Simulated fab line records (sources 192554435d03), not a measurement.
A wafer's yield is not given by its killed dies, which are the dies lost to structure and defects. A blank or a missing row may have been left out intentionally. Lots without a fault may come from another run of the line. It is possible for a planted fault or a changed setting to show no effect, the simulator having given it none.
fab line records	flow n5-finfet	part 1 of 2: steps 1 to 3 of 6
record lots=23	wafers=69	last-day=19
route steps=1938 shown PMOS_HMC_CHANNEL_EPI@68 FIN_SAQP@130 FIN_CUT@167 DUMMY_GATE@248
lots untouched by any fault: they come from a run of this same line in which no faults occurred
start-h: start of the lot's first displayed wafer, in hours after the record's first day	wait-h: hours since the lot's step before	" repeats the value in the row above	L1.1+2: several wafers, shown together as one row	- no value present, or no start provided	* or withheld: withheld	< > ~ a bound
route shown NAME@n: names a module that has steps shown in the file, with the first one's number in the route	usual: average and standard deviation across the fault-free wafers	same: alike in all rows	chamber/n: place in a boat	sites: each site's reading	_std_site: how widely they spread, as a standard deviation	_edge_site: inner sites' mean taken away from outer sites' mean	radius-mm: how far each site lies from the wafer's centre	mask NAME#n: copy n	behind: tool/chamber where the wafer was last shaped	hold: why the lot went on hold/how many hours it stayed there/how the hold came to an end	device: the transistor (n, p or np) that didn't switch	end of line: the route-end tests of the same wafers	step lacking rows: just its recipe	killed: dies that structure and defects cost at the first sort, which is not the same as the wafer's yield	map: a wafer's dies, x killed, . not, _ none there
set.NAME: the run value of the setting; set.NAME@STEP: its run value at that earlier step	model.NAME: the simulator's own value behind a step, which no gauge read
the route's steps for a sample of lots (tables are steps, rows are wafers)
services: the hour from which a tool's chamber was out of use, counted from the record's first day as start-h (under 0 if before that day), plus the number of hours and why
## steps
# step N5_PMOS_HMC_CHANNEL_EPI_DESCUM_14
# recipe chemistry=O2	time-s=7.9	source-power-w=50	bias-power-w=20	pressure-mtorr=20	rf-frequency-hz=2.712e+07	temp-c=40	resist=CAR-ArF-block	o2-flow-sccm=225
# usual bias-power-w=20.00/0.06	drypump-motor-current-A=5.5/0.46	oes-product-au=0.77/0.075	rf-vpp-V=242.6/1.4	showerhead-plenum-p-Torr=2.06/0.064	throttle-valve-pct=20.52/0.18
lot.wafer	tool	chamber	start-h	wait-h	bias-power-w	drypump-motor-current-A	oes-product-au	rf-hours-counter-h	rf-vpp-V	showerhead-plenum-p-Torr	throttle-valve-pct
L074.1	rie-diel-01	1	17.19	0.0	20.09	5.1	0.78	107	241.6	2.01	20.67
L074.5	"	1	"	"	20.05	5.1	0.79	-	241.5	2.01	20.67
L074.6	"	2	"	"	19.98	5.4	0.70	-	243.7	2.07	20.49
L075.2	rie-diel-03	0	23.33	0.0	20.04	5.0	0.71	232	240.5	1.97	20.40
L075.5	"	3	"	"	20.02	6.2	0.94	-	243.6	2.05	20.37
L075.6	"	2	"	"	19.93	5.1	0.87	-	245.4	2.11	20.26
L076.4	rie-diel-01	0	29.64	0.0	20.00	5.3	0.71	218	241.1	1.99	20.81
L076.5	"	0	"	"	19.96	5.4	0.72	-	240.5	1.99	20.81
L076.6	"	1	"	"	20.06	5.1	0.79	-	243.3	2.01	20.67
L077.1	rie-diel-01	3	35.29	0.0	20.10	5.6	0.69	221	243.5	2.18	20.42
L077.3	"	0	"	"	20.03	5.3	0.71	220	241.2	1.99	20.80
L077.6	"	3	"	"	20.12	5.6	0.69	-	244.1	2.18	20.41
L078.4	rie-diel-04	1	41.13	0.0	19.98	5.7	0.85	96	242.3	2.12	20.46
L078.5	"	1	"	"	19.93	5.7	0.84	-	243.9	2.12	20.47
L078.6	"	0	"	"	20.06	5.3	0.70	-	243.3	2.12	20.44
L079.1	rie-diel-04	0	47.32	0.0	19.90	5.3	0.71	238	245.1	2.11	20.43
L079.3	"	3	"	"	19.97	6.4	0.80	105	243.3	2.09	20.46
L079.4	"	1	"	"	20.06	5.7	0.84	98	242.9	2.11	20.49
L080.3	rie-diel-01	2	53.57	0.1	19.98	5.4	0.69	239	242.4	2.06	20.52
L080.4	"	0	"	"	20.00	5.4	0.71	225	240.6	1.98	20.82
L080.5	"	2	"	"	20.00	5.4	0.69	-	242.6	2.06	20.52
L081.2	rie-diel-01	3	59.29	0.2	19.99	5.6	0.69	228	245.1	2.17	20.42
L081.3	"	0	"	"	20.03	5.3	0.71	226	241.6	1.98	20.83
L081.5	"	2	"	"	20.01	5.4	0.69	-	243.5	2.06	20.51
L082.2	rie-diel-03	0	65.42	0.0	19.99	5.0	0.70	242	242.2	1.96	20.42
L082.3	"	3	"	"	20.00	6.2	0.90	13	243.3	2.05	20.39
L082.6	"	0	"	"	20.01	4.9	0.70	-	242.3	1.96	20.41
L083.3	rie-diel-03	2	71.78	0.0	19.95	5.1	0.84	71	242.6	2.11	20.28
L083.4	"	0	"	"	20.05	5.0	0.70	244	242.9	1.96	20.42
L083.5	"	0	"	"	19.95	5.0	0.70	-	242.2	1.96	20.41
L084.1	rie-diel-03	0	78.02	0.3	19.93	5.0	0.70	246	242.3	1.96	20.43
L084.4	"	3	"	"	20.07	6.2	0.88	17	242.0	2.05	20.39
L084.6	"	0	"	"	19.98	4.9	0.69	-	240.6	1.96	20.43
L085.1	rie-diel-03	2	83.74	0.0	20.03	5.1	0.84	74	244.5	2.11	20.28
L085.4	"	1	"	"	19.96	5.6	0.75	167	243.8	2.10	20.71
L085.6	"	1	"	"	20.01	5.6	0.74	-	242.9	2.10	20.70
L086.1	rie-diel-04	1	89.59	0.0	19.97	5.7	0.83	111	242.8	2.11	20.50
L086.2	"	3	"	"	19.98	6.4	0.78	116	243.9	2.08	20.47
L086.3	"	0	"	"	19.92	5.3	0.70	249	243.9	2.11	20.45
L087.1	rie-diel-03	2	95.36	0.0	20.01	5.1	0.84	78	245.6	2.11	20.28
L087.2	"	1	"	"	20.04	5.6	0.75	171	242.4	2.10	20.69
L087.4	"	3	"	"	20.01	6.2	0.89	-	243.3	2.05	20.40
L088.1	rie-diel-01	1	101.00	0.0	19.95	5.1	0.76	128	241.2	2.00	20.70
L088.3	"	0	"	"	20.06	5.3	0.69	238	242.2	1.98	20.84
L088.5	"	0	"	"	20.04	5.3	0.69	-	241.3	1.98	20.82
L090.1	rie-diel-01	1	113.59	0.0	19.99	5.1	0.76	133	242.0	2.00	20.72
L090.2	"	3	"	"	19.91	5.6	0.68	244	244.3	2.17	20.43
L090.6	"	3	"	"	19.90	5.6	0.67	-	244.1	2.17	20.45
L091.2	rie-diel-01	1	119.09	0.0	20.02	5.1	0.76	135	242.0	2.00	20.72
L091.3	"	0	"	"	19.87	5.4	0.69	245	240.8	1.98	20.85
L091.4	"	0	"	"	20.01	5.3	0.69	-	239.3	1.98	20.85
L092.2	rie-diel-01	2	126.19	0.6	20.01	5.5	1.00	3	243.0	2.06	20.23
L092.4	"	1	"	"	20.01	5.1	0.76	138	241.7	2.00	20.71
L092.6	"	3	"	"	20.06	5.6	0.68	-	244.9	2.17	20.46
L093.1	rie-diel-04	3	132.25	0.4	20.07	6.4	0.77	129	242.3	2.08	20.48
L093.5	"	3	"	"	20.10	6.4	0.77	-	242.4	2.08	20.50
L093.6	"	2	"	"	19.99	4.7	0.71	-	240.3	1.99	20.36
L094.2	rie-diel-04	2	137.47	0.0	19.98	4.7	0.72	195	241.0	1.99	20.37
L094.3	"	1	"	"	19.91	5.6	0.80	125	242.9	2.11	20.51
L094.5	"	1	"	"	20.00	5.7	0.81	-	243.9	2.11	20.51
L095.1	rie-diel-01	0	143.58	0.1	20.00	5.3	0.68	255	240.7	1.97	20.87
L095.2	"	2	"	"	20.08	5.5	0.95	10	241.6	2.06	20.24
L095.4	"	1	"	"	19.84	5.1	0.75	-	240.9	1.99	20.72
L096.1	rie-diel-03	2	149.57	0.1	19.96	5.0	0.82	96	244.6	2.10	20.31
L096.3	"	0	"	"	19.95	5.0	0.95	15	244.3	2.22	20.18
L096.5	"	3	"	"	19.94	6.2	0.84	-	241.8	2.04	20.42
L097.1	rie-diel-04	2	155.43	0.0	20.10	4.7	0.72	200	242.6	1.99	20.39
L097.4	"	3	"	"	20.17	6.4	0.77	-	243.6	2.08	20.50
L097.5	"	2	"	"	20.06	4.7	0.72	-	241.8	1.99	20.39
# step N5_FIN_SAQP_ETCH_65
# recipe chemistry=CF4	target=SiO2	target-depth-a=40	ion-energy-ev=350	time-s=4.4	pressure-mtorr=10	icp-w=800	bias-w=400	cf4-flow-sccm=80
# usual drypump-motor-current-A=5.5/0.49	oes-product-au=0.990/0.024	throttle-valve-pct=21.95/0.24
lot.wafer	tool	chamber	start-h	wait-h	drypump-motor-current-A	oes-product-au	rf-hours-counter-h	throttle-valve-pct
L074.1	rie-si-03	2	25.00	0.1	5.0	0.958	195	22.00
L074.5	"	3	"	"	5.5	1.004	-	22.23
L074.6	"	2	"	"	5.0	0.956	-	22.02
L075.2	rie-si-02	2	29.82	0.1	5.1	1.006	2	22.00
L075.5	"	1	"	"	5.3	0.997	-	21.84
L075.6	"	0	"	"	5.2	0.980	-	22.14
L076.4	rie-si-03	2	36.35	0.1	4.9	0.966	196	22.01
L076.5	"	2	"	"	4.9	0.959	-	22.03
L076.6	"	1	"	"	5.2	0.948	-	22.01
L077.1	rie-si-01	2	42.71	0.1	4.9	0.990	143	22.30
L077.3	"	1	"	"	5.8	1.001	111	21.87
L077.6	"	3	"	"	5.3	0.980	-	21.60
L078.4	rie-si-01	3	48.44	0.1	5.3	0.992	4	21.60
L078.5	"	1	"	"	5.8	1.002	-	21.90
L078.6	"	0	"	"	6.7	0.990	-	22.13
L079.1	rie-si-02	0	53.64	0.1	5.2	0.957	24	22.13
L079.3	"	2	"	"	5.2	0.989	2	21.98
L079.4	"	3	"	"	5.8	0.965	153	21.56
L080.3	rie-si-01	3	60.72	0.1	5.3	0.985	4	21.60
L080.4	"	2	"	"	4.9	1.007	143	22.32
L080.5	"	0	"	"	6.5	0.994	-	22.14
L081.2	rie-si-03	2	66.14	0.1	4.9	0.956	196	22.01
L081.3	"	1	"	"	5.2	0.958	123	22.00
L081.5	"	3	"	"	5.5	1.016	-	22.24
L082.2	rie-si-02	3	71.97	0.1	5.8	0.970	153	21.55
L082.3	"	2	"	"	5.1	0.998	2	21.99
L082.6	"	1	"	"	5.3	0.983	-	21.83
L083.3	rie-si-01	3	78.30	0.1	5.3	0.987	4	21.60
L083.4	"	1	"	"	5.8	1.007	112	21.89
L083.5	"	0	"	"	6.6	0.991	-	22.13
L084.1	rie-si-03	0	84.52	0.1	5.6	1.026	61	21.71
L084.4	"	2	"	"	4.9	0.959	196	22.01
L084.6	"	1	"	"	5.2	0.952	-	22.00
L085.1	rie-si-03	0	93.98	0.1	5.5	1.036	61	21.71
L085.4	"	2	"	"	4.9	0.962	197	22.03
L085.6	"	2	"	"	4.9	0.968	-	22.02
L086.1	rie-si-03	2	97.90	0.1	4.9	0.956	197	22.02
L086.2	"	1	"	"	5.2	0.961	123	21.99
L086.3	"	0	"	"	5.6	1.017	61	21.69
L087.1	rie-si-01	1	101.84	0.1	5.8	1.004	112	21.88
L087.2	"	2	"	"	4.9	0.993	144	22.31
L087.4	"	3	"	"	5.4	0.982	5	21.61
L088.1	rie-si-02	1	107.64	0.1	5.3	0.990	124	21.83
L088.3	"	0	"	"	5.2	0.966	25	22.14
L088.5	"	1	"	"	5.3	0.992	-	21.84
L090.1	rie-si-03	0	119.98	0.1	5.5	1.029	61	21.69
L090.2	"	1	"	"	5.2	0.949	124	21.98
L090.6	"	0	"	"	5.6	1.029	-	21.69
L091.2	rie-si-01	1	126.16	0.1	5.8	1.000	113	21.87
L091.3	"	3	"	"	5.3	0.978	5	21.60
L091.4	"	2	"	"	4.9	0.997	144	22.32
L092.2	rie-si-01	2	132.73	0.1	4.9	1.004	145	22.31
L092.4	"	1	"	"	5.8	0.999	113	21.88
L092.6	"	2	"	"	4.9	0.994	-	22.32
L093.1	rie-si-01	3	139.17	0.1	5.3	0.971	6	21.61
L093.5	"	3	"	"	5.3	0.985	-	21.62
L093.6	"	0	"	"	6.6	0.983	-	22.13
L094.2	rie-si-03	0	145.80	0.1	5.6	1.035	62	21.70
L094.3	"	1	"	"	5.2	0.960	124	22.00
L094.5	"	3	"	"	5.5	1.017	-	22.25
L095.1	rie-si-01	1	150.30	0.1	5.8	1.006	113	21.88
L095.2	"	0	"	"	6.6	0.988	8	22.11
L095.4	"	3	"	"	5.3	0.993	6	21.61
L096.1	rie-si-03	2	155.96	0.1	4.9	0.978	0	21.58
L096.3	"	1	"	"	5.2	0.945	124	21.97
L096.5	"	3	"	"	5.5	1.022	-	22.26
L097.1	rie-si-03	2	163.64	0.1	4.9	0.974	0	21.57
L097.4	"	1	"	"	5.2	0.939	124	21.99
L097.5	"	0	"	"	5.5	1.010	-	21.71
# step N5_FIN_CUT_ETCH_30
# recipe chemistry=N2/H2	target=underlayer	target-depth-a=130	mask-material=CAR-EUV	time-s=10.4	ion-energy-ev=200	pressure-mtorr=30	source-w=840	bias-w=150	n2-flow-sccm=200	h2-flow-sccm=200	ends=cleared
# usual drypump-motor-current-A=5.5/0.57	etch-rf-on-time-s=10.4/0.32	oes-product-au=0.66/0.064	rf-vpp-V=523.1/2.2	showerhead-plenum-p-Torr=2.52/0.07	throttle-valve-pct=17.95/0.2
lot.wafer	tool	chamber	start-h	wait-h	drypump-motor-current-A	etch-rf-on-time-s	oes-product-au	rf-hours-counter-h	rf-vpp-V	showerhead-plenum-p-Torr	throttle-valve-pct
L074.1	rie-diel-04	1	27.84	0.0	5.6	10.1	0.72	92	525.0	2.55	17.68
L074.5	"	1	"	"	5.6	10.2	0.72	-	524.4	2.55	17.70
L074.6	"	2	"	"	4.8	10.9	0.61	-	520.9	2.45	17.96
L075.2	rie-diel-01	0	32.51	0.0	5.3	10.5	0.59	219	521.0	2.40	18.13
L075.5	"	3	"	"	5.6	10.3	0.60	-	525.8	2.59	17.61
L075.6	"	2	"	"	5.5	10.7	0.59	-	522.7	2.49	17.88
L076.4	rie-diel-04	1	38.99	0.0	5.6	10.1	0.72	95	524.0	2.55	17.69
L076.5	"	2	"	"	4.7	10.9	0.61	-	521.7	2.45	17.96
L076.6	"	3	"	"	6.5	10.2	0.68	-	524.8	2.58	18.16
L077.1	rie-diel-04	0	45.51	0.0	5.3	10.0	0.62	237	525.2	2.61	18.14
L077.3	"	2	"	"	4.7	10.9	0.61	175	518.5	2.45	17.97
L077.6	"	0	"	"	5.3	10.1	0.61	-	524.6	2.61	18.17
L078.4	rie-diel-04	0	51.23	0.0	5.3	10.1	0.61	238	526.0	2.61	18.16
L078.5	"	2	"	"	4.7	10.9	0.61	-	522.2	2.45	17.96
L078.6	"	1	"	"	5.6	10.1	0.72	-	524.9	2.55	17.72
L079.1	rie-diel-04	1	57.14	0.0	5.7	10.1	0.71	101	524.5	2.55	17.70
L079.3	"	3	"	"	6.4	10.1	0.67	107	524.2	2.58	18.17
L079.4	"	2	"	"	4.7	11.0	0.61	178	519.5	2.45	17.97
L080.3	rie-diel-04	2	63.51	0.0	4.8	10.9	0.61	180	522.3	2.45	17.98
L080.4	"	3	"	"	6.4	10.1	0.68	109	523.6	2.58	18.17
L080.5	"	2	"	"	4.8	10.8	0.60	-	520.4	2.45	17.99
L081.2	rie-diel-03	3	68.70	0.0	6.2	10.2	0.78	14	523.5	2.49	17.78
L081.3	"	0	"	"	5.0	10.4	0.61	243	519.6	2.37	17.66
L081.5	"	3	"	"	6.2	10.3	0.78	-	521.6	2.49	17.78
L082.2	rie-diel-03	0	74.58	0.0	5.0	10.6	0.59	244	519.9	2.37	17.66
L082.3	"	1	"	"	5.6	10.1	0.64	164	525.1	2.54	18.10
L082.6	"	0	"	"	5.0	10.5	0.60	-	519.5	2.37	17.65
L083.3	rie-diel-03	2	81.32	0.0	5.1	10.3	0.74	74	524.9	2.58	17.80
L083.4	"	1	"	"	5.6	10.0	0.65	167	523.7	2.53	18.10
L083.5	"	0	"	"	5.0	10.4	0.60	-	519.0	2.37	17.67
L084.1	rie-diel-04	3	87.08	0.0	6.4	10.2	0.67	115	524.7	2.57	18.18
L084.4	"	1	"	"	5.7	10.2	0.70	110	523.4	2.54	17.73
L084.6	"	2	"	"	4.8	11.0	0.61	-	520.6	2.44	17.99
L085.1	rie-diel-03	2	98.11	0.0	5.1	10.5	0.72	79	525.2	2.58	17.82
L085.4	"	2	"	"	5.1	10.5	0.72	-	525.3	2.58	17.81
L085.6	"	1	"	"	5.6	10.2	0.64	-	523.7	2.53	18.09
L086.1	rie-diel-04	3	101.20	0.0	6.4	10.1	0.67	120	524.8	2.57	18.18
L086.2	"	1	"	"	5.6	10.2	0.70	115	523.6	2.54	17.73
L086.3	"	1	"	"	5.7	10.2	0.70	-	523.4	2.54	17.74
L087.1	rie-diel-01	0	104.65	0.0	5.3	10.7	0.58	239	520.6	2.39	18.15
L087.2	"	3	"	"	5.6	10.3	0.59	241	526.8	2.58	17.67
L087.4	"	3	"	"	5.6	10.3	0.59	-	525.9	2.58	17.67
L088.1	rie-diel-01	3	110.36	0.0	5.6	10.3	0.60	243	525.9	2.58	17.66
L088.3	"	0	"	"	5.3	10.8	0.58	241	519.9	2.39	18.17
L088.5	"	1	"	"	5.1	10.9	0.64	-	519.8	2.43	18.11
L090.1	rie-diel-03	0	122.60	0.0	5.0	10.4	0.83	6	527.3	2.68	17.30
L090.2	"	2	"	"	5.1	10.4	0.71	87	525.5	2.58	17.82
L090.6	"	1	"	"	5.6	10.0	0.64	-	523.8	2.53	18.11
L091.2	rie-diel-04	0	128.97	0.0	5.3	10.2	0.83	3	525.2	2.60	17.84
L091.3	"	1	"	"	5.7	10.2	0.70	122	524.8	2.54	17.73
L091.4	"	3	"	"	6.4	10.2	0.66	128	524.8	2.57	18.20
L092.2	rie-diel-04	2	135.40	0.0	4.7	11.0	0.60	194	519.3	2.44	18.01
L092.4	"	1	"	"	5.7	10.4	0.69	125	525.1	2.54	17.76
L092.6	"	3	"	"	6.4	10.2	0.66	-	524.1	2.57	18.22
L093.1	rie-diel-04	1	141.74	0.0	5.6	10.3	0.68	126	525.0	2.54	17.73
L093.5	"	2	"	"	4.7	10.9	0.60	-	520.8	2.44	18.01
L093.6	"	1	"	"	5.7	10.3	0.69	-	523.2	2.54	17.74
L094.2	rie-diel-01	0	148.23	0.0	5.3	10.6	0.58	256	519.8	2.39	18.20
L094.3	"	1	"	"	5.1	10.8	0.64	147	521.7	2.42	18.14
L094.5	"	2	"	"	5.5	10.5	0.81	-	522.5	2.48	17.51
L095.1	rie-diel-04	2	152.81	0.0	4.7	11.0	0.60	199	519.4	2.44	18.03
L095.2	"	3	"	"	6.4	10.2	0.66	134	524.1	2.57	18.20
L095.4	"	2	"	"	4.8	11.0	0.60	-	520.1	2.44	18.02
L096.1	rie-diel-04	2	158.60	0.0	4.7	10.9	0.60	201	519.0	2.44	18.00
L096.3	"	3	"	"	6.4	10.2	0.65	136	523.7	2.57	18.22
L096.5	"	2	"	"	4.7	10.9	0.60	-	521.5	2.44	18.02
L097.1	rie-diel-04	2	166.24	0.0	4.8	10.8	0.60	204	520.1	2.44	18.03
L097.4	"	3	"	"	6.4	10.2	0.65	139	524.1	2.56	18.23
L097.5	"	3	"	"	6.4	10.2	0.65	-	522.8	2.56	18.22
